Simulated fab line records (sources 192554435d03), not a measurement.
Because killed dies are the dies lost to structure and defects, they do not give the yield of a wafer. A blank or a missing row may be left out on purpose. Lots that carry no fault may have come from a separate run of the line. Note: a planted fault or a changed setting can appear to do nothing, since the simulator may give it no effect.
Which of the tools did it? ; flow n5_finfet ; 9 lots, 27 wafers sampled, at 5 steps of a route of 1938

## WHAT EACH GAUGE READ, for each wafer
N5_SDB_INSPECT_36: inspects for defects (darkfield). Usual: 38 for raw_defect_count, sd 17.
lot;measured;on;raw_defect_count;flag
L420;day 4 15:32;defect_inspect-01;30 28 29;
L423;day 5 11:34;defect_inspect-02;21 24 25;
L424;day 5 17:59;defect_inspect-01;31 41 27;
L425;day 6 01:59;defect_inspect-01;42 53 52;
L426;day 6 03:31;defect_inspect-01;42 60 53;
L427;day 6 09:28;defect_inspect-02;30 30 16;
L436;day 8 18:31;defect_inspect-01;22 29 29;
L438;day 9 06:07;defect_inspect-02;54 38 19;
L440;day 9 18:57;defect_inspect-02;53 61 30;

N5_BEOL_M4_RC_MEAS_101. Usual: DIBL_N 36.0 mV/V, standard deviation 2.5; DIBL_P 36.7 mV/V, standard deviation 3; IOFF_N 0.16 nA/um, standard deviation 0.043; IOFF_P 0.21 nA/um, standard deviation 0.049; ION_N 673 uA/um, standard deviation 15; ION_P 461 uA/um, standard deviation 9.8; SS_N 71.5 mV/dec, standard deviation 0.83; SS_P 73.4 mV/dec, standard deviation 0.83; VT_N 250 mV, standard deviation 4; VT_P -251 mV, standard deviation 4.
lot;measured;on;DIBL_N (mV/V);DIBL_P (mV/V);IOFF_N (nA/um);IOFF_P (nA/um);ION_N (uA/um);ION_P (uA/um);SS_N (mV/dec);SS_P (mV/dec);VT_N (mV);VT_P (mV);flag
L420;day 8 17:45;prober-02;40.0 35.5 40.0;40.1 35.4 41.3;0.22 0.14 0.24;0.28 0.20 0.32;691 664 700;467 455 482;72.0 71.4 72.0;73.9 73.4 73.7;243 251 242;-243 -251 -243;
L423;day 9 07:55;prober-01;34.7 39.3 35.2;36.8 41.9 37.8;0.13 0.24 0.14;0.22 0.32 0.23;668 697 660;469 476 461;71.1 72.0 70.2;74.0 74.6 74.2;250 244 253;-248 -243 -248;
L424;day 9 20:40;prober-02;30.5 31.8 36.5;32.7 34.8 40.0;0.10 0.12 0.24;0.14 0.17 0.26;645 651 681;441 453 464;71.2 71.0 73.7;71.8 72.6 73.7;255 252 244;-257 -254 -246;
L425;day 10 00:22;prober-01;38.6 35.2 37.1;38.2 36.1 38.4;0.19 0.13 0.16;0.24 0.19 0.23;673 665 664;462 456 459;72.1 71.4 72.0;74.1 73.2 74.3;252 254 252;-251 -253 -250;
L426;day 10 02:14;prober-01;39.4 35.3 33.5;43.6 35.3 35.9;0.28 0.17 0.14;0.32 0.18 0.17;689 666 677;470 456 463;72.1 71.2 69.9;75.1 73.2 72.7;242 249 251;-243 -253 -253;
L427;day 10 04:03;prober-02;39.3 37.4 34.5;38.6 38.1 35.1;0.18 0.16 0.12;0.22 0.21 0.18;668 665 651;457 455 456;72.7 72.0 70.4;74.5 73.6 73.3;251 251 254;-250 -251 -255;
L436;day 13 00:16;prober-02;33.7 35.5 37.5;35.3 37.1 38.7;0.12 0.15 0.17;0.17 0.19 0.20;674 679 666;458 461 445;71.4 71.3 72.2;72.8 73.7 74.1;255 250 253;-256 -253 -252;
L438;day 13 17:27;prober-01;36.2 35.2 38.7;37.5 35.9 40.4;0.17 0.15 0.22;0.23 0.21 0.29;690 686 685;470 475 466;71.2 71.5 72.0;73.6 72.8 74.1;246 250 244;-248 -248 -246;
L440;day 14 13:20;prober-01;35.6 37.2 35.3;36.6 38.3 36.1;0.14 0.17 0.13;0.17 0.19 0.16;672 683 650;454 463 445;71.1 71.8 70.9;72.9 73.6 73.2;252 251 254;-256 -254 -258;

## EACH LOT AND THE TOOL THAT RAN IT (in order: tool; ch and the chambers of the sampled wafers; start)
lot;N5_SDB_STRIP_21;N5_SDB_HM_OPEN_20;N5_DUMMY_REMOVAL_PRECLEAN_08
L420;rie_diel-05 ch 1,2,3, day 4 11:49;rie_diel-05 ch 1,2,3, day 4 11:50;remote_plasma-02 ch 1, day 4 15:48
L423;rie_diel-04 ch 0,1,2, day 5 07:55;rie_diel-04 ch 0,1,2, day 5 07:56;remote_plasma-02 ch 0, day 5 11:53
L424;rie_diel-06 ch 1,2,3, day 5 14:16;rie_diel-06 ch 1,2,3, day 5 14:17;remote_plasma-02 ch 0, day 5 18:16
L425;rie_diel-04 ch 0,1,3, day 5 22:20;rie_diel-04 ch 0,1,3, day 5 22:22;remote_plasma-02 ch 0, day 6 02:21
L426;rie_diel-06 ch 2,3, day 5 23:53;rie_diel-06 ch 2,3, day 5 23:54;remote_plasma-02 ch 1, day 6 03:59
L427;rie_diel-05 ch 1,2,3, day 6 05:48;rie_diel-05 ch 1,2,3, day 6 05:49;remote_plasma-02 ch 1, day 6 09:47
L436;rie_diel-04 ch 0,1,2, day 8 14:50;rie_diel-04 ch 0,1,2, day 8 14:51;remote_plasma-02 ch 0, day 8 18:53
L438;rie_diel-05 ch 0,1, day 9 02:25;rie_diel-05 ch 0,1, day 9 02:26;remote_plasma-01 ch 0, day 9 06:27
L440;rie_diel-06 ch 2,3, day 9 15:17;rie_diel-06 ch 2,3, day 9 15:18;remote_plasma-02 ch 1, day 9 19:13
- N5_SDB_STRIP_21: strips in CF4.
- N5_SDB_HM_OPEN_20: chemistry CH3F/O2, target SiNx, stops on poly-Si, target depth 24 nm.
- N5_DUMMY_REMOVAL_PRECLEAN_08: cleans in NF3:NH3, afs cycles 2, time 20 s, sublimation time 60 s.

## AS READ BY THE TOOLS THEMSELVES (means over the sampled wafers that have a number; for cases with no such wafer, the mark the record gives instead)
N5_SDB_STRIP_21. Usual: chamber_pressure_mTorr 50.00 mTorr, standard deviation 0.042; drypump_motor_current_A 5.7 A, standard deviation 0.42; oes_product_au 0.75 a.u., standard deviation 0.081; rf_vpp_V 270.3 V, standard deviation 1.4; showerhead_plenum_p_Torr 1.76 Torr, standard deviation 0.054; throttle_valve_pct 13.6 %, standard deviation 0.3.
lot;tool;chamber_pressure_mTorr (mTorr);drypump_motor_current_A (A);oes_product_au (a.u.);rf_vpp_V (V);showerhead_plenum_p_Torr (Torr);throttle_valve_pct (%);flag
L420;rie_diel-05;50.07;5.6;0.77;270.4;1.80;13.5;
L423;rie_diel-04;50.02;5.5;0.72;270.6;1.76;13.5;
L424;rie_diel-06;50.01;6.0;0.77;269.7;1.74;13.7;
L425;rie_diel-04;50.01;5.4;0.78;269.6;1.73;13.3;
L426;rie_diel-06;50.00;5.8;0.78;270.6;1.72;13.6;
L427;rie_diel-05;49.98;5.6;0.76;270.5;1.80;13.5;
L436;rie_diel-04;50.00;5.5;0.71;269.9;1.76;13.6;
L438;rie_diel-05;50.00;5.9;0.78;269.7;1.73;13.4;
L440;rie_diel-06;50.01;6.1;0.79;269.9;1.72;13.5;

N5_SDB_HM_OPEN_20. Usual: chamber_pressure_mTorr 30.00 mTorr, standard deviation 0.034; drypump_motor_current_A 5.7 A, standard deviation 0.42; oes_product_au 0.63 a.u., standard deviation 0.069; rf_vpp_V 294 V, standard deviation 6.7; showerhead_plenum_p_Torr 1.96 Torr, standard deviation 0.063; throttle_valve_pct 16.29 %, standard deviation 0.26.
lot;tool;chamber_pressure_mTorr (mTorr);drypump_motor_current_A (A);oes_product_au (a.u.);rf_vpp_V (V);showerhead_plenum_p_Torr (Torr);throttle_valve_pct (%);flag
L420;rie_diel-05;30.01;5.6;0.64;291;2.02;16.29;
L423;rie_diel-04;30.00;5.5;0.60;292;1.96;16.22;
L424;rie_diel-06;30.02;6.0;0.65;298;1.93;16.30;
L425;rie_diel-04;29.97;5.4;0.65;292;1.93;16.07;
L426;rie_diel-06;30.03;5.8;0.65;300;1.90;16.22;
L427;rie_diel-05;29.96;5.6;0.63;291;2.01;16.32;
L436;rie_diel-04;30.02;5.5;0.60;291;1.96;16.27;
L438;rie_diel-05;29.99;5.9;0.66;296;1.95;16.27;
L440;rie_diel-06;29.99;6.2;0.66;291;1.91;16.18;

N5_DUMMY_REMOVAL_PRECLEAN_08. Usual: 29.97 C for temp_c, sd 0.11.
lot;tool;temp_c (C);flag
L420;remote_plasma-02;29.87;
L423;remote_plasma-02;30.05;
L424;remote_plasma-02;32.31;OFF
L425;remote_plasma-02;32.26;OFF
L426;remote_plasma-02;32.31;OFF
L427;remote_plasma-02;32.28;OFF
L436;remote_plasma-02;30.13;
L438;remote_plasma-01;29.92;
L440;remote_plasma-02;30.04;

## THE ANSWER, worked out from the rows above alone
Rule: lot off if the mean of its wafers having a number is beyond 3 standard deviations from the usual mean. Also off: a lot with no number at a reading for which 4 or more lots have one. Where the step has rows for the other lots, those lots are counted as sound. First the gauges in route order, then the tools' own readings, where a lot's mean is used as printed above. At the first step where some lot is off, the reading lying furthest off is the one used; lots without a number count as furthest.
Off, at N5_DUMMY_REMOVAL_PRECLEAN_08 on temp_c: L424, L425, L426, L427.
If a tool, at that step or one of the process steps before it, ran each lot that is off and ran no sound lot following the first of them, it fits. Not one of the candidates tried fits.

## WHAT THE SIMULATOR HAD INSERTED
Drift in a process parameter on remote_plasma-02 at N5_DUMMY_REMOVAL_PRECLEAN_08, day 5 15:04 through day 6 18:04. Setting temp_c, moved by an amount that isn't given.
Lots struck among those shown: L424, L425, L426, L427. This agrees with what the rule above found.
